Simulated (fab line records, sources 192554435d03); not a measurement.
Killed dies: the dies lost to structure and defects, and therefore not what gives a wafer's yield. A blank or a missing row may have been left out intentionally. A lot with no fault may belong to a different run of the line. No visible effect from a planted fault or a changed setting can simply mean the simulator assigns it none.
A lot that was struck, set against a sound lot + flow n5Finfet + 14 steps out of a route of 1938
Sound: these wafers, L570.2, L570.4, L570.6. Struck: wafers L560.3, L560.4, L560.5. The cause is given at the end.
For every step that has rows: the tool of each side, followed by ch and its chambers, followed by its first start. Under that, the readings that differ: sound wafers + struck wafers + difference of the means + sigmas: that difference in standard deviations of wafers without a fault.
alike: a reading whose means differ by less than 2 such deviations, as well as words and numbers matching on both sides. not compared: withheld readings; readings where some wafer has no value; bounds like >300 that might hide an equal value; numbers whose values overlap and for which the record gives no deviation.
Wherever a step has rows on one side only, a row that says differs or no value, or a row with sigmas, the two part there. Numbers that don't overlap but have no deviation are shown without sigmas and don't part them. Lack of a reading on every wafer of one side parts them only where that side has two or more wafers.

N5_BEOL_M4_RC_MEAS_101:
  sound on prober-01 ch 0, day 13 08:54; struck on prober-02 ch 0, day 10 02:32
  alike: DIBL_N, DIBL_P, IOFF_N, IOFF_P, ION_N, ION_P, SS_N, SS_P, VT_N, VT_P
N5_BEOL_M5_ILD_DEP_00: deposits SiCOH lowk from DEMS/porogen, target thk 140.64 nm, time 25.9 s.
  sound on pecvd-01 ch 0,1, day 13 09:43; struck on pecvd-01 ch 0,1,2, day 10 03:12
  alike: heaterPowerW, showerheadPlenumPTorr, throttleValvePct
  not compared: sinceWetCleanH
N5_BEOL_M5_CURE_79: cures SiCOH lowk, time 240 s.
  sound on uvCure-01 ch 2, day 13 09:51; struck on uvCure-02 ch 1, day 10 03:25
| reading          | sound             | struck            | difference | sigmas |
|------------------|-------------------|-------------------|------------|--------|
| wafer_temp_C_max | 386.0 386.9 385.7 | 388.8 387.2 387.9 | +1.8       | +3     |
  alike: lampPowerPct
N5_BEOL_M5_THK_MEAS_01:
  sound on filmMetro-02, day 13 10:17; struck on filmMetro-01, day 10 03:47
  alike: M5_ILD_THK
N5_BEOL_M5_PECVD_70: deposits SiO2 from TEOS/O2, target thk 16 nm, time 18 s.
  sound on pecvd-04 ch 1,2, day 13 10:19; struck on pecvd-04 ch 0,1, day 10 03:50
  alike: heaterPowerW, showerheadPlenumPTorr, throttleValvePct
  not compared: sinceWetCleanH
N5_BEOL_M5_HM_DEP_02: deposits TiN, target thk 20 nm.
  sound on pvdSputter-03, day 13 11:56; struck on pvdSputter-03, day 10 05:53
  alike: substrateTempC, throttleValvePct
then, 6 steps without rows for these wafers: N5_BEOL_M5_COAT_59 (time 60 s, resist thk 60 nm); N5_BEOL_M5_COAT_60 (time 60 s, resist thk 12 nm); N5_BEOL_M5_COAT_71 (time 60 s, resist thk 5 nm); N5_BEOL_M5_COAT_05 (resist thk 30 nm); N5_BEOL_M5_EBR_07; N5_BEOL_M5_SOFTBAKE_06 (time 60 s).
N5_BEOL_M5_EXPOSE_08: exposes mask M5, target cd 28 nm.
  struck on euvScanner-01, day 10 06:17; sound on euvScanner-01 ch 0, day 13 12:13
  no value came back on the struck wafers for exposureDoseMJCm2, focusOffsetNm (nm); on the sound wafers exposureDoseMJCm2 reads 35.55 35.59 35.63
  alike: mask
then, 1 step without rows for these wafers: N5_BEOL_M5_PEB_09 (peb time 60 s).

== WHERE THEY PART ==
Last at N5_BEOL_M5_EXPOSE_08 as far as this record goes, first at N5_BEOL_M5_CURE_79.

WHY: the cause the simulator had injected
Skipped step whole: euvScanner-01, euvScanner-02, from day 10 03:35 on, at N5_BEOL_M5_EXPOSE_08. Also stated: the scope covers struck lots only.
